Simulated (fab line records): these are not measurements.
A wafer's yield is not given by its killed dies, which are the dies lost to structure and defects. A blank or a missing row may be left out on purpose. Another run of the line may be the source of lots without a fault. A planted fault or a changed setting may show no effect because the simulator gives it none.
fab line records -- flow n5Finfet
record: lots: 7, wafers: 21
route steps=1938 shown MOL_CONTACT_COAG@599 BEOL_M0_SAQP@671 BEOL_M1@751
startH: hours from the record's first day to the start of the lot's first wafer shown -- waitH: hours since the lot's step before -- " unchanged from the row above -- L1.1+2: one row covering several wafers at once -- - either no value or no given start -- * or withheld: withheld -- < > ~ a bound
route shown NAME@n: names a module that has steps shown in the file, with the first one's number in the route -- usual: mean and standard deviation over wafers with no fault -- same: alike in all rows -- chamber/n: place in a boat -- sites: the reading at each site -- _std_site: the standard deviation of these -- _edge_site: outer sites' mean less inner sites' -- radiusMm: for every site, how far away it sits from the centre of the wafer -- mask NAME#n: copy n -- behind: the most recent tool/chamber to have shaped the wafer -- hold: cause of the lot's hold/its duration in hours/its outcome -- device: names the non-switching transistor (n, p or np) -- end of line: tests of these same wafers at the route's end -- a step given without rows: its recipe and nothing more -- killed: dies lost to structure and defects at the first sort, not the wafer's yield -- map: dies across one wafer; x = killed, . = not, _ = none there
set.NAME: setting as actually run; set.NAME@STEP: the setting as run at that earlier step -- model.NAME: the simulator's own value behind a step, which no gauge read
lots whose settings were changed on purpose; a table a step, a row a wafer
== steps ==
step: N5_MOL_CONTACT_COAG_EXPOSE_37
recipe: maskId: VD, na: 0.33, sourceShape: annular, sigmaInner: 0.3, sigmaOuter: 0.7, polarization: unpolarized, defocusNm: 0, doseMj: 62
lot.wafer,tool,chamber,startH,waitH,mask,set.doseMj
L079.1+5,euvScanner-02,0,134.31,-,VD#0,63.45
L079.6,euvScanner-02,0,134.31,-,VD#0,62
L081.1+2,euvScanner-01,0,146.02,-,VD#0,62
L081.5,euvScanner-01,0,146.02,-,VD#0,58.71
L084.1,euvScanner-02,0,164.86,-,VD#0,60.83
L084.2+4,euvScanner-02,0,164.86,-,VD#0,62
L087.2+4,euvScanner-02,0,186.41,-,VD#0,59.82
L087.3,euvScanner-02,0,186.41,-,VD#0,62
L091.2,euvScanner-02,0,201.49,-,VD#0,57.99
L091.3+5,euvScanner-02,0,201.49,-,VD#0,62
L093.2+4+6,euvScanner-01,0,217.83,-,VD#0,62
L096.1+2+5,euvScanner-02,0,239.47,-,VD#0,62
step: N5_MOL_CONTACT_COAG_PEB_38
recipe: pebTempC: 100, pebTimeS: 60, resist: CAR-EUV
step: N5_MOL_CONTACT_COAG_DEVELOP_39
recipe: developTimeS: 30, developer: TMAH, resist: CAR-EUV, rinseLiquid: surfactantRinse, dry: airSpin, devTempC: 23
step: N5_MOL_CONTACT_COAG_CD_MEAS_40
recipe: targetCdNm: 25.1, landingEnergyEv: 500, detector: seInlens, polarity: opening
usual: cdNm: 25.05/0.22
lot.wafer,tool,chamber,startH,waitH,set.doseMj@MOL_CONTACT_COAG_EXPOSE_37,cdNm
L079.1,cdSem-03,0,134.46,-,63.45,25.20
L079.5,cdSem-03,0,134.46,-,63.45,25.70
L079.6,cdSem-03,0,134.46,-,62,24.94
L081.1,cdSem-03,0,146.16,-,62,24.92
L081.2,cdSem-03,0,146.16,-,62,24.99
L081.5,cdSem-03,0,146.16,-,58.71,24.14
L084.1,cdSem-03,0,165.01,-,60.83,24.84
L084.2,cdSem-03,0,165.01,-,62,25.20
L084.4,cdSem-03,0,165.01,-,62,25.25
L087.2,cdSem-01,0,186.55,-,59.82,24.59
L087.3,cdSem-01,0,186.55,-,62,24.84
L087.4,cdSem-01,0,186.55,-,59.82,24.15
L091.2,cdSem-03,0,201.63,-,57.99,24.02
L091.3,cdSem-03,0,201.63,-,62,25.26
L091.5,cdSem-03,0,201.63,-,62,25.02
L093.2,cdSem-01,0,217.96,-,62,24.97
L093.4,cdSem-01,0,217.96,-,62,25.43
L093.6,cdSem-01,0,217.96,-,62,25.09
L096.1,cdSem-02,0,239.62,-,62,25.09
L096.2,cdSem-02,0,239.62,-,62,24.75
L096.5,cdSem-02,0,239.62,-,62,25.03
step: N5_MOL_CONTACT_COAG_ALD_133
recipe: material: SiO2, targetThkA: 50, tempC: 100, aldPrecursorFamily: BDEAS, aldCoReactant: O2-plasma, pulseTimeS: 1, coReactantPulseTimeS: 1, purgeTimeS: 2, coReactantPurgeTimeS: 2, aldCycles: 35, pressureTorr: 2
step: N5_MOL_CONTACT_COAG_ETCHBACK_134
recipe: chemistry: CHF3, target: SiO2, targetDepthA: 100, timeS: 6.7, ionEnergyEv: 200, pressureMtorr: 30, sourceW: 610, biasW: 170, Ar_flow_sccm: 200, CHF3_flow_sccm: 50
step: N5_MOL_CONTACT_COAG_ETCH_67
recipe: chemistry: N2/H2, target: SOC, targetDepthA: 600, overetchA: 210, maskMaterial: SiARC, tempC: 40, timeS: 101.2, ionEnergyEv: 200, pressureMtorr: 30, sourceW: 840, biasW: 150, n2FlowSccm: 200, h2FlowSccm: 200
lot.wafer,tool,chamber,startH,waitH,set.spinRpm@MOL_CONTACT_COAG_COAT_62,model.etch.depthNm
L079.1,rieDiel-04,3,134.93,0.0,1380,62.7
L079.5,rieDiel-04,3,134.93,0.0,1500,60.02
L079.6,rieDiel-04,0,134.93,0.0,1500,59.93
L081.1,rieDiel-01,1,146.90,0.0,1659,56.83
L081.2,rieDiel-01,0,146.90,0.0,1500,59.93
L081.5,rieDiel-01,2,146.90,0.0,1659,56.88
L084.1,rieDiel-04,3,165.56,0.0,1500,59.84
L084.2,rieDiel-04,2,165.56,0.0,1500,59.97
L084.4,rieDiel-04,2,165.56,0.0,1649,57.16
L087.2,rieDiel-03,3,187.03,0.0,1500,59.96
L087.3,rieDiel-03,2,187.03,0.0,1456,60.98
L087.4,rieDiel-03,2,187.03,0.0,1456,60.96
L091.2,rieDiel-04,2,202.18,0.0,1500,59.92
L091.3,rieDiel-04,3,202.18,0.0,1500,60.15
L091.5,rieDiel-04,3,202.18,0.0,1500,60.19
L093.2,rieDiel-04,2,218.57,0.0,1500,60.1
L093.4,rieDiel-04,1,218.57,0.0,1500,60.02
L093.6,rieDiel-04,2,218.57,0.0,1500,60.22
L096.1,rieDiel-01,3,240.21,0.0,1500,60.09
L096.2,rieDiel-01,2,240.21,0.0,1500,60.12
L096.5,rieDiel-01,1,240.21,0.0,1500,60.28
step: N5_MOL_CONTACT_COAG_STRIP_68
recipe: chemistry: N2/H2, tempC: 40, n2FlowSccm: 200, h2FlowSccm: 200, rfFrequencyHz: 6e+07
step: N5_MOL_CONTACT_COAG_STRIP_69
recipe: chemistry: N2/H2, tempC: 40, n2FlowSccm: 200, h2FlowSccm: 200, rfFrequencyHz: 6e+07
step: N5_MOL_CONTACT_COAG_ETCHBACK_136
recipe: chemistry: CHF3, target: SiO2, targetDepthA: 250, timeS: 16.7, ionEnergyEv: 200, pressureMtorr: 30, sourceW: 610, biasW: 170, Ar_flow_sccm: 200, CHF3_flow_sccm: 50
lot.wafer,tool,chamber,startH,waitH,set.spinRpm@MOL_CONTACT_COAG_COAT_62,model.SOC_of_MOL_CONTACT_COAG_COAT_62.thkNm
L079.1,rieDiel-04,3,135.02,0.0,1380,60
L079.5,rieDiel-04,3,135.02,0.0,1500,57.4
L079.6,rieDiel-04,0,135.02,0.0,1500,57.2
L081.1,rieDiel-01,1,146.99,0.0,1659,54
L081.2,rieDiel-01,0,146.99,0.0,1500,57.2
L081.5,rieDiel-01,2,146.99,0.0,1659,54.2
L084.1+2,rieDiel-04,"3,2",165.69,0.0,1500,57.2
L084.4,rieDiel-04,2,165.69,0.0,1649,54.6
L087.2,rieDiel-03,3,187.12,0.0,1500,57.2
L087.3+4,rieDiel-03,2,187.12,0.0,1456,58.2
L091.2,rieDiel-04,2,202.27,0.0,1500,57.2
L091.3+5,rieDiel-04,3,202.27,0.0,1500,57.4
L093.2,rieDiel-04,2,218.66,0.0,1500,57.4
L093.4,rieDiel-04,1,218.66,0.0,1500,57.2
L093.6,rieDiel-04,2,218.66,0.0,1500,57.6
L096.1,rieDiel-01,3,240.30,0.0,1500,57.2
L096.2+5,rieDiel-01,"2,1",240.30,0.0,1500,57.4
step: N5_MOL_CONTACT_COAG_STRIP_120
recipe: chemistry: CHF3, resist: SiARC, rfFrequencyHz: 6e+07
step: N5_MOL_CONTACT_COAG_VIA_ETCH_117
recipe: chemistry: C4F6/O2, targetDepthA: 400, overetchA: 80, maskMaterial: SOC, target: SiO2, biasW: 455, pressureMtorr: 10, timeS: 26, sourceW: 325, Ar_flow_sccm: 300, C4F6_flow_sccm: 10, O2_flow_sccm: 10, ionEnergyEv: 575.3, ends: endPoint
lot.wafer,tool,chamber,startH,waitH,set.spinRpm@MOL_CONTACT_COAG_COAT_62,model.SOC_of_MOL_CONTACT_COAG_COAT_62.thkNm
L079.1,rieDiel-04,3,135.05,0.0,1380,54.2
L079.5,rieDiel-04,3,135.05,0.0,1500,51.6
L079.6,rieDiel-04,0,135.05,0.0,1500,51.4
L081.1+5,rieDiel-01,"1,2",147.02,0.0,1659,48.4
L081.2,rieDiel-01,0,147.02,0.0,1500,51.8
L084.1,rieDiel-04,3,165.74,0.0,1500,51.4
L084.2,rieDiel-04,2,165.74,0.0,1500,51.6
L084.4,rieDiel-04,2,165.74,0.0,1649,48.8
L087.2,rieDiel-03,3,187.15,0.0,1500,51.6
L087.3+4,rieDiel-03,2,187.15,0.0,1456,52.4
L091.2,rieDiel-04,2,202.30,0.0,1500,51.4
L091.3+5,rieDiel-04,3,202.30,0.0,1500,51.8
L093.2+4,rieDiel-04,"2,1",218.69,0.0,1500,51.6
L093.6,rieDiel-04,2,218.69,0.0,1500,51.8
L096.1,rieDiel-01,3,240.34,0.0,1500,51.4
L096.2+5,rieDiel-01,"2,1",240.34,0.0,1500,51.6
step: N5_MOL_CONTACT_COAG_ETCH_124
recipe: chemistry: CH3F/O2, target: SiNx, targetDepthA: 65, maskMaterial: SOC, stopOn: SiOC, overEtchFrac: 0.3, ionEnergyEv: 120, pressureMtorr: 30, sourceW: 395, biasW: 73, Ar_flow_sccm: 150, CH3F_flow_sccm: 30, O2_flow_sccm: 20, ends: endPoint
step: N5_MOL_CONTACT_COAG_ETCH_48
recipe: chemistry: C4F6/O2, targetDepthA: 150, overetchA: 45, maskMaterial: SOC, target: SiOC, biasW: 465, pressureMtorr: 10, timeS: 17, sourceW: 335, Ar_flow_sccm: 300, C4F6_flow_sccm: 10, O2_flow_sccm: 10, ionEnergyEv: 576
lot.wafer,tool,chamber,startH,waitH,set.spinRpm@MOL_CONTACT_COAG_COAT_62,model.SOC_of_MOL_CONTACT_COAG_COAT_62.thkNm
L079.1,rieDiel-04,3,135.12,0.0,1380,48.6
L079.5+6,rieDiel-04,"3,0",135.12,0.0,1500,45.8
L081.1,rieDiel-01,1,147.09,0.0,1659,42.6
L081.2,rieDiel-01,0,147.09,0.0,1500,46.2
L081.5,rieDiel-01,2,147.09,0.0,1659,42.8
L084.1+2,rieDiel-04,"3,2",165.85,0.0,1500,45.8
L084.4,rieDiel-04,2,165.85,0.0,1649,43
L087.2,rieDiel-03,3,187.22,0.0,1500,45.8
L087.3+4,rieDiel-03,2,187.22,0.0,1456,46.6
L091.2,rieDiel-04,2,202.37,0.0,1500,45.8
L091.3+5,rieDiel-04,3,202.37,0.0,1500,46.2
L093.2,rieDiel-04,2,218.76,0.0,1500,46
L093.4,rieDiel-04,1,218.76,0.0,1500,45.8
L093.6,rieDiel-04,2,218.76,0.0,1500,46.2
L096.1,rieDiel-01,3,240.41,0.0,1500,45.4
L096.2,rieDiel-01,2,240.41,0.0,1500,46
L096.5,rieDiel-01,1,240.41,0.0,1500,45.8
step: N5_BEOL_M0_SAQP_COAT_105
recipe: resist: SOC, tempC: 250, timeS: 60, spinRpm: 1500, resistThkNm: 100
lot.wafer,tool,chamber,startH,waitH,set.spinRpm,model.SOC_of_BEOL_M0_SAQP_COAT_105.thkNm
L079.1+5,lithoTrack-04,0,144.52,0.3,1578,97.6
L079.6,lithoTrack-04,0,144.52,0.3,1578,97.8
L081.1+2+5,lithoTrack-01,0,155.16,0.3,1500,100
L084.1,lithoTrack-01,0,175.52,0.3,1500,100
L084.2,lithoTrack-01,0,175.52,0.3,1500,99.6
L084.4,lithoTrack-01,0,175.52,0.3,1500,100.2
L087.2,lithoTrack-01,0,195.73,0.3,1500,99.4
L087.3,lithoTrack-01,0,195.73,0.3,1641,95.4
L087.4,lithoTrack-01,0,195.73,0.3,1500,99.8
L091.2,lithoTrack-04,0,212.92,0.3,1341,106.4
L091.3,lithoTrack-04,0,212.92,0.3,1500,100.4
L091.5,lithoTrack-04,0,212.92,0.3,1341,106.2
L093.2+6,lithoTrack-02,0,227.39,0.3,1500,99.8
L093.4,lithoTrack-02,0,227.39,0.3,1500,99.6
L096.1,lithoTrack-04,0,248.66,0.3,1500,100.4
L096.2,lithoTrack-04,0,248.66,0.3,1396,104.2
L096.5,lithoTrack-04,0,248.66,0.3,1396,104
step: N5_BEOL_M0_SAQP_ETCH_107
recipe: chemistry: CH3F/O2, target: SiNx, targetDepthA: 300, maskMaterial: SOC, pressureMtorr: 30, sourceW: 395, biasW: 73, Ar_flow_sccm: 150, CH3F_flow_sccm: 30, O2_flow_sccm: 20, ionEnergyEv: 120
usual: rfVppV: 299/4.2
lot.wafer,tool,chamber,startH,waitH,set.biasW,rfVppV,model.BEOL_M0_SAQP.featureDepthNm
L079.1,rieDiel-06,3,144.70,0.0,69.49,296,29.4
L079.5,rieDiel-06,3,144.70,0.0,73,307,30
L079.6,rieDiel-06,0,144.70,0.0,73,295,31.2
L081.1,rieDiel-05,1,155.29,0.0,73,299,29.2
L081.2,rieDiel-05,0,155.29,0.0,82.11,325,31
L081.5,rieDiel-05,2,155.29,0.0,82.11,324,31.6
L084.1,rieDiel-06,0,175.65,0.0,73,295,30.2
L084.2,rieDiel-06,3,175.65,0.0,66.64,286,28.6
L084.4,rieDiel-06,2,175.65,0.0,66.64,281,28.4
L087.2,rieDiel-05,1,195.85,0.0,73,300,29.2
L087.3,rieDiel-05,3,195.85,0.0,61.96,262,28.2
L087.4,rieDiel-05,1,195.85,0.0,61.96,263,27.2
L091.2,rieDiel-05,3,213.04,0.0,73,302,30
L091.3,rieDiel-05,0,213.04,0.0,82.39,327,32
L091.5,rieDiel-05,3,213.04,0.0,73,301,29.8
L093.2,rieDiel-06,0,227.51,0.0,73,295,30.2
L093.4,rieDiel-06,1,227.51,0.0,73,296,30.2
L093.6,rieDiel-06,2,227.51,0.0,73,303,29.4
L096.1,rieDiel-02,0,248.91,0.0,73,296,31
L096.2,rieDiel-02,3,248.91,0.0,73,299,30.8
L096.5,rieDiel-02,2,248.91,0.0,73,306,30.8
step: N5_BEOL_M1_ILD_DEP_00
recipe: material: SiOC, targetThkA: 790, tempC: 350, precursor: DEMS/O2, pressureTorr: 5, rfW: 500, timeS: 15.3
lot.wafer,tool,chamber,startH,waitH,set.timeS,model.SiOC_of_BEOL_M1_ILD_DEP_00.thkNm
L079.1,pecvd-02,2,158.02,0.0,13.84,69.8
L079.5,pecvd-02,1,158.02,0.0,15.3,81
L079.6,pecvd-02,0,158.02,0.0,15.3,80.2
L081.1,pecvd-03,1,165.28,0.0,15.3,77.4
L081.2,pecvd-03,0,165.28,0.0,15.3,78.2
L081.5,pecvd-03,0,165.28,0.0,15.3,79.6
L084.1,pecvd-02,0,185.83,0.0,15.3,77.8
L084.2,pecvd-02,1,185.83,0.0,13.67,71
L084.4,pecvd-02,2,185.83,0.0,15.3,78.4
L087.2,pecvd-03,2,205.45,0.0,15.3,77.4
L087.3,pecvd-03,1,205.45,0.0,15.3,76.2
L087.4,pecvd-03,1,205.45,0.0,13.64,68.8
L091.2+3,pecvd-03,"0,1",223.31,0.0,15.3,78.2
L091.5,pecvd-03,1,223.31,0.0,17.43,89.8
L093.2,pecvd-02,0,236.18,0.0,15.3,78
L093.4,pecvd-02,2,236.18,0.0,15.3,79.8
L093.6,pecvd-02,0,236.18,0.0,15.3,80.4
L096.1,pecvd-03,0,263.65,0.0,16.05,81.6
L096.2,pecvd-03,1,263.65,0.0,15.3,77.4
L096.5,pecvd-03,0,263.65,0.0,15.3,79.8
step: N5_BEOL_M1_THK_MEAS_01
recipe: reads: SiOC_of_BEOL_M1_ILD_DEP_00
usual: M1_ILD_THK: 79.0/1.2
lot.wafer,tool,chamber,startH,waitH,set.timeS@BEOL_M1_ILD_DEP_00,M1_ILD_THK[nm]
L079.1,filmMetro-01,-,158.09,0.0,13.84,69.7
L079.5,filmMetro-01,-,158.09,0.0,15.3,80.9
L079.6,filmMetro-01,-,158.09,0.0,15.3,80.3
L081.1,filmMetro-02,-,165.35,0.0,15.3,77.4
L081.2,filmMetro-02,-,165.35,0.0,15.3,78.3
L081.5,filmMetro-02,-,165.35,0.0,15.3,79.6
L084.1,filmMetro-02,-,185.90,0.0,15.3,77.8
L084.2,filmMetro-02,-,185.90,0.0,13.67,70.9
L084.4,filmMetro-02,-,185.90,0.0,15.3,78.4
L087.2,filmMetro-01,-,205.52,0.1,15.3,77.4
L087.3,filmMetro-01,-,205.52,0.1,15.3,76.3
L087.4,filmMetro-01,-,205.52,0.1,13.64,68.7
L091.2,filmMetro-02,-,223.38,0.1,15.3,78.2
L091.3,filmMetro-02,-,223.38,0.1,15.3,78.2
L091.5,filmMetro-02,-,223.38,0.1,17.43,89.8
L093.2,filmMetro-01,-,236.25,0.1,15.3,78.0
L093.4,filmMetro-01,-,236.25,0.1,15.3,79.8
L093.6,filmMetro-01,-,236.25,0.1,15.3,80.3
L096.1,filmMetro-01,-,263.73,0.1,16.05,81.6
L096.2,filmMetro-01,-,263.73,0.1,15.3,77.5
L096.5,filmMetro-01,-,263.73,0.1,15.3,79.8
step: N5_BEOL_M1_HM_DEP_02
recipe: material: TiN, targetThkA: 200, tempC: 25, chamberPressurePa: 0.49996
lot.wafer,tool,chamber,startH,waitH,set.targetThkA,model.TiN_of_BEOL_M1_HM_DEP_02.thkNm
L079.1+6,pvdSputter-02,-,158.61,0.5,200,20
L079.5,pvdSputter-02,-,158.61,0.5,200,20.2
L081.1,pvdSputter-03,-,166.98,1.6,200,20
L081.2+5,pvdSputter-03,-,166.98,1.6,200,20.2
L084.1+4,pvdSputter-02,-,187.76,1.8,200,20
L084.2,pvdSputter-02,-,187.76,1.8,200,19.8
L087.2,pvdSputter-01,-,205.79,0.2,178.8,18
L087.3+4,pvdSputter-01,-,205.79,0.2,200,20.2
L091.2,pvdSputter-03,-,223.82,0.4,200,19.8
L091.3,pvdSputter-03,-,223.82,0.4,200,20.2
L091.5,pvdSputter-03,-,223.82,0.4,200,20.4
L093.2+6,pvdSputter-02,-,238.09,1.8,200,20.2
L093.4,pvdSputter-02,-,238.09,1.8,200,20.4
L096.1,pvdSputter-03,-,264.90,1.1,219.4,22.2
L096.2,pvdSputter-03,-,264.90,1.1,219.4,21.8
L096.5,pvdSputter-03,-,264.90,1.1,200,20
step: N5_BEOL_M1_COAT_61
recipe: resist: SOC, tempC: 250, timeS: 60, spinRpm: 1500, resistThkNm: 60
step: N5_BEOL_M1_COAT_62
recipe: resist: SiARC, tempC: 220, timeS: 60, spinRpm: 1500, resistThkNm: 12
step: N5_BEOL_M1_STRIP_75
recipe: chemistry: N2/H2, tempC: 40, n2FlowSccm: 200, h2FlowSccm: 200, rfFrequencyHz: 6e+07
step: N5_BEOL_M1_STRIP_66
recipe: chemistry: CF4, resist: SiARC, powerW: 300, biasPowerW: 75, pressureMtorr: 50, cf4FlowSccm: 150, rfFrequencyHz: 6e+07
step: N5_BEOL_M1_HM_OPEN_17
recipe: chemistry: Cl2/BCl3, targetDepthA: 200, overetchA: 60, target: TiN, maskMaterial: SOC, ionEnergyEv: 150, pressureMtorr: 10, icpW: 1000, biasW: 126, Cl2_flow_sccm: 53.25, bcl3FlowSccm: 21.75, Ar_flow_sccm: 25
lot.wafer,tool,chamber,startH,waitH,set.targetThkA@BEOL_M1_HM_DEP_02,model.etch.depthNm
L079.1,rieMetal-03,1,159.37,0.0,200,19.93
L079.5,rieMetal-03,0,159.37,0.0,200,20.18
L079.6,rieMetal-03,1,159.37,0.0,200,20.04
L081.1,rieMetal-01,0,167.77,0.0,200,20.04
L081.2,rieMetal-01,1,167.77,0.0,200,20.21
L081.5,rieMetal-01,0,167.77,0.0,200,20.11
L084.1,rieMetal-02,1,188.52,0.0,200,20.08
L084.2,rieMetal-02,0,188.52,0.0,200,19.7
L084.4,rieMetal-02,1,188.52,0.0,200,20.09
L087.2,rieMetal-01,1,206.56,0.0,178.8,17.98
L087.3,rieMetal-01,1,206.56,0.0,200,20.13
L087.4,rieMetal-01,0,206.56,0.0,200,20.17
L091.2,rieMetal-03,0,224.71,0.0,200,19.77
L091.3,rieMetal-03,1,224.71,0.0,200,20.21
L091.5,rieMetal-03,1,224.71,0.0,200,20.34
L093.2,rieMetal-02,1,239.08,0.0,200,20.13
L093.4,rieMetal-02,1,239.08,0.0,200,20.32
L093.6,rieMetal-02,0,239.08,0.0,200,20.16
L096.1,rieMetal-01,0,266.06,0.0,219.4,22.16
L096.2,rieMetal-01,1,266.06,0.0,219.4,21.76
L096.5,rieMetal-01,0,266.06,0.0,200,20.02
step: N5_BEOL_M1_STRIP_19
recipe: chemistry: O2, powerW: 400, tempC: 40, pressureMtorr: 30, rfFrequencyHz: 6e+07, biasPowerW: 0, overashFraction: 0.2, o2FlowSccm: 225
step: N5_BEOL_M1_STRIP_83
recipe: chemistry: C4F6/O2, resist: SiARC, rfFrequencyHz: 6e+07
step: N5_BEOL_M1_STRIP_36
recipe: chemistry: N2/H2, powerW: 450, tempC: 40, pressureMtorr: 20, rfFrequencyHz: 6e+07, overashFraction: 0.3, biasPowerW: 7, h2Frac: 0.5, n2FlowSccm: 200, h2FlowSccm: 200
step: N5_BEOL_M1_TRENCH_ETCH_37
recipe: chemistry: C4F6/O2, targetDepthA: 552.07, target: SiOC, timeS: 29, ionEnergyEv: 250, pressureMtorr: 30, sourceW: 355, biasW: 185, Ar_flow_sccm: 300, C4F6_flow_sccm: 10, O2_flow_sccm: 10
lot.wafer,tool,chamber,startH,waitH,set.targetThkA@BEOL_M1_HM_DEP_02,model.TiN_of_BEOL_M1_HM_DEP_02.thkNm
L079.1,rieDiel-05,3,-,-,200,17.6
L079.5+6,rieDiel-05,"3,0",-,-,200,17.8
L081.1,rieDiel-06,0,-,-,200,17.6
L081.2,rieDiel-06,2,-,-,200,18
L081.5,rieDiel-06,1,-,-,200,17.8
L084.1+4,rieDiel-05,"2,3",-,-,200,17.8
L084.2,rieDiel-05,1,-,-,200,17.4
L087.2,rieDiel-05,2,-,-,178.8,15.6
L087.3,rieDiel-05,1,-,-,200,18
L087.4,rieDiel-05,0,-,-,200,17.8
L091.2,rieDiel-05,1,-,-,200,17.6
L091.3,rieDiel-05,0,-,-,200,17.8
L091.5,rieDiel-05,0,-,-,200,18
L093.2+6,rieDiel-02,0,-,-,200,17.8
L093.4,rieDiel-02,3,-,-,200,18
L096.1,rieDiel-06,3,-,-,219.4,19.8
L096.2,rieDiel-06,1,-,-,219.4,19.4
L096.5,rieDiel-06,3,-,-,200,17.8
== key ==
split: step: N5_MOL_CONTACT_COAG_EXPOSE_37, setting: doseMj, stated: 62, by: wafer
response: step: N5_MOL_CONTACT_COAG_CD_MEAS_40, reading: cdNm, change: +0.165, per: 1%, r: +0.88
split: step: N5_BEOL_M0_SAQP_COAT_105, setting: spinRpm, stated: 1500, by: wafer
response: step: N5_BEOL_M0_SAQP_COAT_105, reading: model.SOC_of_BEOL_M0_SAQP_COAT_105.thkNm, change: -0.513, per: 1%, r: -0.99
split: step: N5_BEOL_M0_SAQP_ETCH_107, setting: biasW, stated: 73, by: wafer
response: step: N5_BEOL_M0_SAQP_ETCH_107, reading: rfVppV, change: +2.07, per: 1%, r: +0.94
response: step: N5_BEOL_M0_SAQP_ETCH_107, reading: model.BEOL_M0_SAQP.featureDepthNm, change: +0.149, per: 1%, r: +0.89
split: step: N5_BEOL_M1_ILD_DEP_00, setting: timeS, stated: 15.3, by: wafer
response: step: N5_BEOL_M1_ILD_DEP_00, reading: model.SiOC_of_BEOL_M1_ILD_DEP_00.thkNm, change: +0.818, per: 1%, r: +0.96
response: step: N5_BEOL_M1_THK_MEAS_01, reading: M1_ILD_THK, change: +0.822, per: 1%, r: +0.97
split: step: N5_BEOL_M1_HM_DEP_02, setting: targetThkA, stated: 200, by: wafer
response: step: N5_BEOL_M1_HM_DEP_02, reading: model.TiN_of_BEOL_M1_HM_DEP_02.thkNm, change: +0.207, per: 1%, r: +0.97
response: step: N5_BEOL_M1_HM_OPEN_17, reading: model.etch.depthNm, change: +0.202, per: 1%, r: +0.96
response: step: N5_BEOL_M1_TRENCH_ETCH_37, reading: model.TiN_of_BEOL_M1_HM_DEP_02.thkNm, change: +0.203, per: 1%, r: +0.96
split outsideThisFile step=N5_MOL_CONTACT_COAG_COAT_62 setting=spinRpm
split outsideThisFile: this setting was split too, and the file shows its column; the key of that split is in another file
